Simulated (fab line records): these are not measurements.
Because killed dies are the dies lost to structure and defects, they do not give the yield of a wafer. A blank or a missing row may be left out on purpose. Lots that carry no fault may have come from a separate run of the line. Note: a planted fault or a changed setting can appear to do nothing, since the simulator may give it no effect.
Matching of chambers + flow n5 finfet + N5_BEOL_M2_ILD_DEP_00 on pecvd-04: 3 sister chambers
The step deposits SiOC from DEMS/O2, target thk 79 nm, time 15.3 s. 3 wafers are shown with their chamber, then 9 later ones without.

== WAFERS PAIRED WITH THEIR CHAMBERS ==
| wafer  | chamber | throttle valve pct (%) |
|--------|---------|------------------------|
| L089.4 | 2       | 11.4                   |
| L090.2 | 0       | 12.3                   |
| L090.4 | 1       | 11.5                   |

== WAFERS MISSING THEIR CHAMBER ==
| wafer  | throttle valve pct (%) |
|--------|------------------------|
| L092.2 | 11.8                   |
| L092.3 | 12.4                   |
| L092.4 | 12.4                   |
| L093.1 | 11.6                   |
| L093.3 | 11.1                   |
| L093.4 | 11.4                   |
| L097.4 | 12.3                   |
| L097.5 | 11.5                   |
| L097.6 | 11.7                   |

== CHAMBER TAKEN BY EACH ==
| wafer  | from the rows above          | in truth |
|--------|------------------------------|----------|
| L092.2 | can't be placed: 1 or 2 or 0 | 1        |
| L092.3 | 0                            | 0        |
| L092.4 | 0                            | 0        |
| L093.1 | can't be placed: 1 or 2      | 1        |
| L093.3 | can't be placed: 2 or 1      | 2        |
| L093.4 | can't be placed: 2 or 1      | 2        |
| L097.4 | 0                            | 0        |
| L097.5 | can't be placed: 1 or 2      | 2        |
| L097.6 | can't be placed: 1 or 2      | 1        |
Correct placement for 3 of the 9. These rows do not allow placing 6 (true chamber among the candidates in 6). Placed wrongly: 0.
How it was worked out, from the rows above alone: a wafer's distance from a chamber is the root of the sum, over the readings, of the square of ((its reading less the chamber's mean) divided by the reading's scatter). If the next closest chamber is less than 2 further off than the closest, the wafer can't be placed; otherwise it belongs to the closest. Each chamber's mean is taken over the wafers shown for it. The scatter: root of mean squared gap, hidden wafer to nearest shown wafer, with one shown wafer a chamber.
